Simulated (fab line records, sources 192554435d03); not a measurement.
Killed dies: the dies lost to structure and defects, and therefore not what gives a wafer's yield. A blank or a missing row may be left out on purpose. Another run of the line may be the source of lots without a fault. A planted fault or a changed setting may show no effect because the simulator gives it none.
Matching of chambers ; flow n5_finfet ; 4 sister chambers for N5_DUMMY_GATE_STRIP_48 on rie_diel-05
The step strips in N2/H2, time 20 s. 4 wafers are shown with their chamber, then 8 later ones without.

EACH WAFER AND ITS CHAMBER
wafer;chamber;drypump_motor_current_A (A)
L088.1;2;5.8
L088.5;3;5.5
L089.2;1;5.5
L090.1;0;6.1

WAFERS WITH NO CHAMBER GIVEN
wafer;drypump_motor_current_A (A)
L090.4;5.8
L090.5;5.5
L091.1;6.0
L091.4;5.4
L091.5;5.5
L093.2;6.1
L093.5;6.1
L093.6;5.5

WHICH CHAMBER EACH ONE RAN IN
wafer;from the rows above;in truth
L090.4;2;2
L090.5;can't be placed: 1 or 3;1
L091.1;0;0
L091.4;can't be placed: 1 or 3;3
L091.5;can't be placed: 1 or 3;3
L093.2;0;0
L093.5;0;0
L093.6;can't be placed: 1 or 3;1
Placed correctly: 4 of 8. Can't be placed from these rows: 4 (the true chamber is among the candidates in 4). Placed wrongly: 0.
How it was worked out, from the rows above alone: a wafer's distance from a chamber is the root of the sum, over the readings, of the square of ((its reading less the chamber's mean) divided by the reading's scatter). If the next closest chamber is less than 2 further off than the closest, the wafer can't be placed; otherwise it belongs to the closest. Each chamber's mean is taken over the wafers shown for it. The scatter (one wafer shown for each chamber): square how far every hidden wafer sits from the nearest shown wafer, average those squares and take the square root.
